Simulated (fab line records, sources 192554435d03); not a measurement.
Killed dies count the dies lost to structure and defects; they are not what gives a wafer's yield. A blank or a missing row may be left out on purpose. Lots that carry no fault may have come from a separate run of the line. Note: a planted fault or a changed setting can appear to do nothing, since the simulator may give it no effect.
The tool behind it: which one?	flow n5_finfet	8 lots with 24 wafers sampled at 6 steps, on a route of 1938 steps

== WHAT THE GAUGES SHOWED, per wafer ==
N5_BEOL_M4_RC_MEAS_101. Usual: DIBL_N 36.9 mV/V, standard deviation 1.6; DIBL_P 37.1 mV/V, standard deviation 2; IOFF_N 0.17 nA/um, standard deviation 0.032; IOFF_P 0.22 nA/um, standard deviation 0.036; ION_N 674 uA/um, standard deviation 12; ION_P 463 uA/um, standard deviation 7.8; SS_N 71.7 mV/dec, standard deviation 0.63; SS_P 73.5 mV/dec, standard deviation 0.62; VT_N 249 mV, standard deviation 3.3; VT_P -250 mV, standard deviation 3.5.
lot	measured	on	DIBL_N (mV/V)	DIBL_P (mV/V)	IOFF_N (nA/um)	IOFF_P (nA/um)	ION_N (uA/um)	ION_P (uA/um)	SS_N (mV/dec)	SS_P (mV/dec)	VT_N (mV)	VT_P (mV)	flag
L433	day 8 20:54	prober-02	36.8 36.7 37.8	37.8 36.2 37.1	0.15 0.15 0.17	0.27 0.24 0.25	664 649 666	466 462 466	71.3 71.9 71.1	73.3 73.0 73.1	252 251 249	-245 -247 -244	
L435	day 9 03:10	prober-01	38.6 36.9 35.1	39.4 39.0 35.2	0.20 0.18 0.14	0.29 0.29 0.21	679 689 664	469 474 464	71.8 72.1 71.2	74.3 73.9 73.3	247 249 252	-246 -246 -248	
L436	day 9 14:09	prober-01	34.7 38.3 35.0	36.2 39.0 35.9	0.13 0.18 0.14	0.19 0.22 0.18	656 672 665	462 457 463	70.8 72.0 70.9	73.8 74.0 73.2	253 249 251	-251 -251 -252	
L445	day 11 01:46	prober-01	37.2 36.7 38.8	38.2 37.3 38.7	0.17 0.16 0.20	0.24 0.22 0.25	681 685 680	473 474 455	71.6 71.9 72.4	73.7 72.7 73.4	248 249 246	-249 -252 -249	
L447	day 11 17:25	prober-01	38.2 37.9 35.0	39.2 39.5 36.4	0.21 0.21 0.15	0.25 0.25 0.21	688 679 662	465 465 457	72.6 72.9 71.8	74.0 73.4 73.9	247 246 248	-244 -249 -252	
L450	day 12 16:11	prober-01	36.1 39.8 37.8	35.9 38.9 37.5	0.16 0.24 0.20	0.25 0.30 0.28	672 697 695	468 479 473	71.8 72.4 71.5	73.7 74.4 73.8	247 243 245	-246 -243 -244	
L451	day 12 16:58	prober-01	36.1 41.5 36.2	33.3 40.4 33.7	0.14 0.26 0.14	0.20 0.34 0.20	668 700 674	458 481 465	70.9 71.9 71.4	72.6 74.8 72.5	251 243 251	-249 -241 -247	
L452	day 13 10:24	prober-02	38.9 36.9 35.1	36.3 34.8 33.3	0.19 0.15 0.13	0.25 0.23 0.20	672 674 666	465 463 462	73.1 71.7 71.1	74.1 74.1 73.0	250 251 253	-247 -249 -250	

N5_PASSIVATION_INSPECT_64: inspects for defects (macro). Usual: raw_defect_count at 1.8, with a standard deviation of 1.4.
lot	measured	on	raw_defect_count	flag
L433	day 12 22:31	defect_inspect-01	1 1 3	
L435	day 13 09:26	defect_inspect-02	1 4 2	
L436	day 13 17:11	defect_inspect-01	0 0 2	
L450	day 16 05:25	defect_inspect-01	4 3 2	
L451	day 16 10:19	defect_inspect-02	1 1 2	
L452	day 17 03:46	defect_inspect-02	2 2 2	

== EACH LOT AND THE TOOL THAT RAN IT (in order: tool; ch and the chambers of the sampled wafers; start) ==
lot	N5_MIM_TOP_ETCH_PECVD_03	N5_MIM_BOT_LITHO_DESCUM_10	N5_PASSIVATION_VIA_ETCH_13	N5_PASSIVATION_ETCH_15
L433	pecvd-02 ch 0,2, day 12 19:04	rie_diel-03 ch 0,2,3, day 12 19:31	rie_diel-06 ch 2,3, day 12 21:04	rie_diel-06 ch 2,3, day 12 22:31 or earlier
L435	pecvd-04 ch 0,1, day 13 05:25	rie_diel-01 ch 0,1, day 13 06:23	rie_diel-02 ch 0,1, day 13 07:58	rie_diel-02 ch 0,1, day 13 09:26 or earlier
L436	pecvd-04 ch 1,2, day 13 13:38	rie_diel-01 ch 0,2,3, day 13 14:05	rie_diel-06 ch 0,1, day 13 15:49	rie_diel-06 ch 0,1, day 13 17:11 or earlier
L445	pecvd-03 ch 0,1,2, day 15 05:00	rie_diel-03 ch 0,1,2, day 15 05:34	rie_diel-06 ch 0,1,2, day 15 07:09	rie_diel-06 ch 0,1,2, day 15 13:55 or earlier
L447	pecvd-02 ch 1,2, day 15 10:55	rie_diel-03 ch 1,2,3, day 15 11:42	rie_diel-04 ch 0,2,3, day 15 14:20	rie_diel-04 ch 0,2,3, day 15 21:11 or earlier
L450	pecvd-03 ch 1,2, day 16 00:54	rie_diel-01 ch 0,1,2, day 16 01:29	rie_diel-06 ch 1,2, day 16 03:45	rie_diel-06 ch 1,2, day 16 05:25 or earlier
L451	pecvd-04 ch 0,1, day 16 05:46	rie_diel-03 ch 0,2, day 16 06:20	rie_diel-06 ch 2,3, day 16 08:19	rie_diel-06 ch 2,3, day 16 10:19 or earlier
L452	pecvd-04 ch 0,2, day 16 23:46	rie_diel-01 ch 0,1, day 17 00:20	rie_diel-04 ch 0,2,3, day 17 02:08	rie_diel-04 ch 0,2,3, day 17 03:46 or earlier
- N5_MIM_TOP_ETCH_PECVD_03: deposits SiNx from SiH4/NH3/N2, target thk 20 nm, time 17.6 s.
- N5_MIM_BOT_LITHO_DESCUM_10: chemistry O2, time 7.9 s.
- N5_PASSIVATION_VIA_ETCH_13: etches SiO2 in CHF3/O2, target depth 660 nm, time 330 s.
- N5_PASSIVATION_ETCH_15: etches SiCN in CF4/N2, target depth 75 nm, time 81.2 s.

== AS READ BY THE TOOLS THEMSELVES (means over the sampled wafers that have a number; for cases with no such wafer, the mark the record gives instead) ==
N5_MIM_TOP_ETCH_PECVD_03. Usual: chamber_pressure_Torr 1.500 Torr, standard deviation 0.0033; heater_power_outer_w 486 W, standard deviation 47; heater_power_w 817 W, standard deviation 71; showerhead_plenum_p_Torr 5.16 Torr, standard deviation 0.072; throttle_valve_pct 39.8 %, standard deviation 2.1.
lot	tool	chamber_pressure_Torr (Torr)	heater_power_outer_w (W)	heater_power_w (W)	showerhead_plenum_p_Torr (Torr)	throttle_valve_pct (%)	flag
L433	pecvd-02	1.502	491	825	5.16	42.5	
L435	pecvd-04	1.499	454	775	5.18	40.6	
L436	pecvd-04	1.501	481	826	5.18	39.2	
L445	pecvd-03	1.500	497	853	5.14	39.1	
L447	pecvd-02	1.501	417	744	5.19	39.9	
L450	pecvd-03	1.501	477	793	5.14	39.0	
L451	pecvd-04	1.500	482	794	5.20	41.6	
L452	pecvd-04	1.499	489	788	5.20	40.1	

N5_MIM_BOT_LITHO_DESCUM_10. Usual: drypump_motor_current_A 5.7 A, standard deviation 0.33; oes_product_au 0.80 a.u., standard deviation 0.086; rf_vpp_V 243.0 V, standard deviation 1.2; showerhead_plenum_p_Torr 2.08 Torr, standard deviation 0.067; throttle_valve_pct 20.31 %, standard deviation 0.23.
lot	tool	drypump_motor_current_A (A)	oes_product_au (a.u.)	rf_vpp_V (V)	showerhead_plenum_p_Torr (Torr)	throttle_valve_pct (%)	flag
L433	rie_diel-03	5.5	0.73	243.7	2.08	20.22	
L435	rie_diel-01	5.9	0.79	242.1	2.05	20.32	
L436	rie_diel-01	5.7	0.90	242.7	2.05	20.48	
L445	rie_diel-03	5.5	0.73	243.4	2.11	20.37	
L447	rie_diel-03	5.5	0.74	242.6	2.05	20.24	
L450	rie_diel-01	5.8	0.87	242.5	2.04	20.32	
L451	rie_diel-03	5.3	0.70	243.4	2.10	20.47	
L452	rie_diel-01	5.9	0.85	242.8	2.04	20.28	

N5_PASSIVATION_VIA_ETCH_13. Usual: CHF3_flow_sccm 50.00 sccm, standard deviation 0.14; O2_flow_sccm 5.001 sccm, standard deviation 0.014; bias_w 170.1 W, standard deviation 0.51; drypump_motor_current_A 5.5 A, standard deviation 0.43; etch_rf_on_time_s 234 s, standard deviation 5.2; oes_ar_750_au 0.84 a.u., standard deviation 0.074; oes_f_703_au 0.84 a.u., standard deviation 0.072; oes_product_au 0.76 a.u., standard deviation 0.069; rf_vpp_V 526 V, standard deviation 12; showerhead_plenum_p_Torr 2.46 Torr, standard deviation 0.078; throttle_valve_pct 18.78 %, standard deviation 0.21.
lot	tool	CHF3_flow_sccm (sccm)	O2_flow_sccm (sccm)	bias_w (W)	drypump_motor_current_A (A)	etch_rf_on_time_s (s)	oes_ar_750_au (a.u.)	oes_f_703_au (a.u.)	oes_product_au (a.u.)	rf_vpp_V (V)	showerhead_plenum_p_Torr (Torr)	throttle_valve_pct (%)	flag
L433	rie_diel-06	50.06	5.020	170.5	4.8	235	0.76	0.76	0.68	534	2.49	18.91	
L435	rie_diel-02	49.95	4.999	170.2	5.9	233	0.87	0.88	0.80	528	2.54	18.56	
L436	rie_diel-06	49.97	5.022	170.5	5.1	233	0.76	0.77	0.68	513	2.30	19.01	
L445	rie_diel-06	-	-	-	-	-	-	-	-	-	-	-	OFF
L447	rie_diel-04	-	-	-	-	-	-	-	-	-	-	-	OFF
L450	rie_diel-06	50.10	5.002	170.0	5.4	234	0.83	0.85	0.74	506	2.41	18.86	
L451	rie_diel-06	49.87	4.991	169.9	4.8	228	0.90	0.91	0.82	536	2.48	18.64	
L452	rie_diel-04	49.99	4.987	170.4	5.5	237	0.84	0.84	0.77	529	2.44	18.77	

N5_PASSIVATION_ETCH_15. Usual: bias_w is 70.00 W with standard deviation 0.23, cf4_flow_sccm is 60.00 sccm with standard deviation 0.16, drypump_motor_current_A is 5.5 A with standard deviation 0.43, oes_product_au is 0.84 a.u. with standard deviation 0.076, rf_vpp_V is 383.5 V with standard deviation 1.7, showerhead_plenum_p_Torr is 2.25 Torr with standard deviation 0.069, and throttle_valve_pct is 15.32 % with standard deviation 0.22.
lot	tool	bias_w (W)	cf4_flow_sccm (sccm)	drypump_motor_current_A (A)	oes_product_au (a.u.)	rf_vpp_V (V)	showerhead_plenum_p_Torr (Torr)	throttle_valve_pct (%)	flag
L433	rie_diel-06	70.30	60.08	4.8	0.76	384.1	2.29	15.52	
L435	rie_diel-02	69.83	60.05	5.9	0.88	384.8	2.33	15.10	
L436	rie_diel-06	69.82	60.01	5.1	0.76	380.4	2.11	15.61	
L445	rie_diel-06	70.00	59.92	5.1	0.29	382.1	2.19	15.49	OFF
L447	rie_diel-04	69.95	59.79	5.6	0.32	383.0	2.24	15.26	OFF
L450	rie_diel-06	70.11	60.19	5.4	0.83	382.0	2.20	15.38	
L451	rie_diel-06	70.21	60.18	4.8	0.92	383.8	2.28	15.20	
L452	rie_diel-04	70.09	60.08	5.5	0.85	383.9	2.23	15.30	

== THE ANSWER, worked out from the rows above alone ==
Rule: a lot is off if the mean of its wafers that have a number lies more than 3 standard deviations from the usual mean. Also off: a lot with no number at a reading for which 4 or more lots have one. Where the step has rows for the other lots, those lots are counted as sound. The gauges are gone through in route order, then the tools' own readings, and for those a lot's mean is taken as printed above. At the first step where some lot is off, the reading lying furthest off is the one used; lots without a number count as furthest.
Off: L445, L447, at N5_PASSIVATION_VIA_ETCH_13 (CHF3_flow_sccm). Without a number there: L445, L447.
If a tool, at that step or one of the process steps before it, ran each lot that is off and ran no sound lot following the first of them, it fits. No candidate that was tried fits.

== WHAT THE SIMULATOR HAD PUT IN ==
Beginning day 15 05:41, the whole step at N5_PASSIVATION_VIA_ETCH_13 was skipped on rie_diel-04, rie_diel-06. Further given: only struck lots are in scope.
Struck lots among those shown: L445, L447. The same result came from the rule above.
